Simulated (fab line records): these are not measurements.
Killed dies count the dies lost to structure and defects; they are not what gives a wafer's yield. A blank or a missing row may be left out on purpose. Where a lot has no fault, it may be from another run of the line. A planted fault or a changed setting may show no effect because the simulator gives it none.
Chamber matching    flow nand-harc    NHARC_A_CHANNEL_HOLE_D1_ETCH_44 on rie-diel-11: 4 sister chambers
The step etches the open film in CF4/O2, target depth 140 nm, overetch 14 nm, time 77 s. 4 wafers are shown with their chamber, then 10 later ones without.

## WAFERS, EACH WITH ITS CHAMBER
wafer   chamber  showerhead-plenum-p-Torr (Torr)
L646.1  3        1.31
L646.3  0        1.28
L649.2  1        1.31
L649.4  2        1.31

## WAFERS WHOSE CHAMBER IS MISSING
wafer   showerhead-plenum-p-Torr (Torr)
L649.5  1.31
L654.1  1.31
L654.2  1.31
L654.5  1.31
L655.1  1.31
L655.2  1.31
L655.3  1.27
L656.3  1.31
L656.5  1.31
L656.6  1.27

## WHICH CHAMBER EACH WENT THROUGH
wafer   from the rows above           in truth
L649.5  can't be placed: 1 or 2 or 3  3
L654.1  can't be placed: 1 or 2 or 3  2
L654.2  can't be placed: 1 or 2 or 3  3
L654.5  can't be placed: 1 or 2 or 3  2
L655.1  can't be placed: 1 or 2 or 3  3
L655.2  can't be placed: 1 or 2 or 3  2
L655.3  0                             0
L656.3  can't be placed: 1 or 2 or 3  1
L656.5  can't be placed: 1 or 2 or 3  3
L656.6  0                             0
2 of 10 placed correctly. Can't be placed from these rows: 8 (the true chamber is among the candidates in 8). 0 placed wrongly.
How it was worked out, from the rows above alone: a wafer's distance from a chamber is the root of the sum, over the readings, of the square of ((its reading less the chamber's mean) divided by the reading's scatter). The wafer belongs to the nearest chamber; if the next one is less than 2 further off, it can't be placed. A chamber's mean is the mean of its shown wafers. The scatter: root of mean squared gap, hidden wafer to nearest shown wafer, with one shown wafer a chamber.
